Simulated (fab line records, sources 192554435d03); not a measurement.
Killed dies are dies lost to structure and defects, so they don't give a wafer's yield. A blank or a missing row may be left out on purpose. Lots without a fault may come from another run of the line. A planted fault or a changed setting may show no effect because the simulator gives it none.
A struck lot beside a sound one | flow n5_finfet | 37 steps out of a route of 1938
Sound: wafers L472.1, L472.4, L472.5. Struck: wafer L475.6. (L475.5 of the same lot was not struck and is left out.) The cause comes at the end.
At each step with rows: each side's tool, then ch and its chambers, then its first start. Under that, the readings that differ: sound wafers | struck wafers | difference of the means | sigmas: that difference in standard deviations of wafers without a fault.
alike: readings whose means differ by less than 2 such deviations, and words and numbers that are the same on both sides. not compared: withheld readings, readings that some wafer has no value for, bounds like >300 that may hide the same value, and numbers for which the record gives no deviation and whose values overlap.
The two part at a step that has a row with sigmas, a row that says differs or no value, or rows on one side only. Numbers that don't overlap but have no deviation are shown without sigmas and don't part them. A reading that every wafer of one side lacks parts them only if that side has two wafers or more.

first, 8 steps without rows for these wafers: N5_BEOL_M2_ECD_50 (material Cu, target thk 300 nm); N5_BEOL_M2_ANNEAL_51 (time 90 s); N5_BEOL_M2_CMP_52 (polishes, stops on SiOC, t overpolish 6.8 s, target thk 40 nm); N5_BEOL_M2_PRE_CLEAN_60 (time 15 s); N5_BEOL_M2_CO_CAP_55 (material Co, precursor CCTBA/H2, target thk 2 nm, time 102.1 s); N5_BEOL_M2_PRE_CLEAN_56 (time 15 s); N5_BEOL_M2_DEP_57 (deposits SiCN from 3MS/NH3, target thk 8 nm, time 14 s); N5_BEOL_M3_ILD_DEP_00 (deposits SiOC from DEMS/O2, target thk 79 nm, time 15.3 s).
N5_BEOL_M3_PECVD_72: deposits SiO2 from TEOS/O2, target thk 16 nm, time 18 s.
  sound on pecvd-02 ch 0,2, day 8 01:26; struck on pecvd-02 ch 2, day 9 02:29
  reading                                    | sound          | struck | difference | sigmas
  model.SiO2_of_BEOL_M3_PECVD_72.thk_nm (nm) | 15.6 15.8 16.2 | 16.6   | +0.7       |
  alike: heater_power_w, showerhead_plenum_p_Torr, throttle_valve_pct
then, 25 steps without rows for these wafers: N5_BEOL_M3_HM_DEP_02 (deposits TiN, target thk 20 nm); N5_BEOL_M3_COAT_61 (time 60 s, resist thk 60 nm); N5_BEOL_M3_COAT_62 (time 60 s, resist thk 12 nm); N5_BEOL_M3_COAT_73 (time 60 s, resist thk 5 nm); N5_BEOL_M3_COAT_05 (resist thk 30 nm); N5_BEOL_M3_EBR_07; N5_BEOL_M3_SOFTBAKE_06 (time 60 s); N5_BEOL_M3_EXPOSE_08 (exposes mask M3); N5_BEOL_M3_PEB_09 (peb time 60 s); N5_BEOL_M3_DEVELOP_10 (develop time 30 s); N5_BEOL_M3_DESCUM_16 (chemistry O2, time 7 s); N5_BEOL_M3_ETCH_74 (etches underlayer in N2/H2, target depth 6.5 nm, time 5.2 s); N5_BEOL_M3_ETCH_63 (etches SiARC in CF4, target depth 15.6 nm, time 26 s); N5_BEOL_M3_ETCH_64 (etches SOC in N2/H2, target depth 75 nm, overetch 15 nm, time 112.5 s); N5_BEOL_M3_STRIP_65 (strips in N2/H2); N5_BEOL_M3_STRIP_75 (strips in N2/H2); N5_BEOL_M3_STRIP_66 (strips in CF4); N5_BEOL_M3_HM_OPEN_17 (chemistry Cl2/BCl3, target TiN, target depth 20 nm, overetch 6 nm); N5_BEOL_M3_STRIP_19 (strips in O2); N5_BEOL_M3_COAT_67 (time 60 s, resist thk 60 nm); N5_BEOL_M3_COAT_68 (time 60 s, resist thk 12 nm); N5_BEOL_M3_COAT_76 (time 60 s, resist thk 5 nm); N5_BEOL_M3_COAT_22 (resist thk 30 nm); N5_BEOL_M3_EBR_24; N5_BEOL_M3_SOFTBAKE_23 (time 60 s).
N5_BEOL_M3_HM_STRIP_39: strips TiN in peroxide tin strip, target depth 25 nm, time 158 s.
  sound on wet_bench-06 ch 2,3,6, day 8 08:34; struck on wet_bench-01 ch 0, day 9 06:32
  reading                                    | sound        | struck | difference | sigmas
  model.SiO2_of_BEOL_M3_PECVD_72.thk_nm (nm) | 15.4 15.6 16 | 16.4   | +0.7       |
N5_BEOL_M4_RC_MEAS_101:
  sound on prober-02 ch 0, day 9 03:13; struck on prober-01 ch 0, day 10 02:37
  reading       | sound          | struck | difference | sigmas
  DIBL_N (mV/V) | 36.7 36.2 37.1 | 34.0   | -2.7       | -2
  DIBL_P (mV/V) | 37.4 37.0 37.8 | 31.8   | -5.6       | -4
  SS_N (mV/dec) | 71.4 71.7 72.2 | 70.7   | -1.1       | -2
  alike: IOFF_N, IOFF_P, ION_N, ION_P, SS_P, VT_N, VT_P
then, 1 step without rows for these wafers: N5_PASSIVATION_PROBE_49.

WHERE THEY PART
Only at N5_BEOL_M4_RC_MEAS_101, within this record.

WHY: what the simulator had put in
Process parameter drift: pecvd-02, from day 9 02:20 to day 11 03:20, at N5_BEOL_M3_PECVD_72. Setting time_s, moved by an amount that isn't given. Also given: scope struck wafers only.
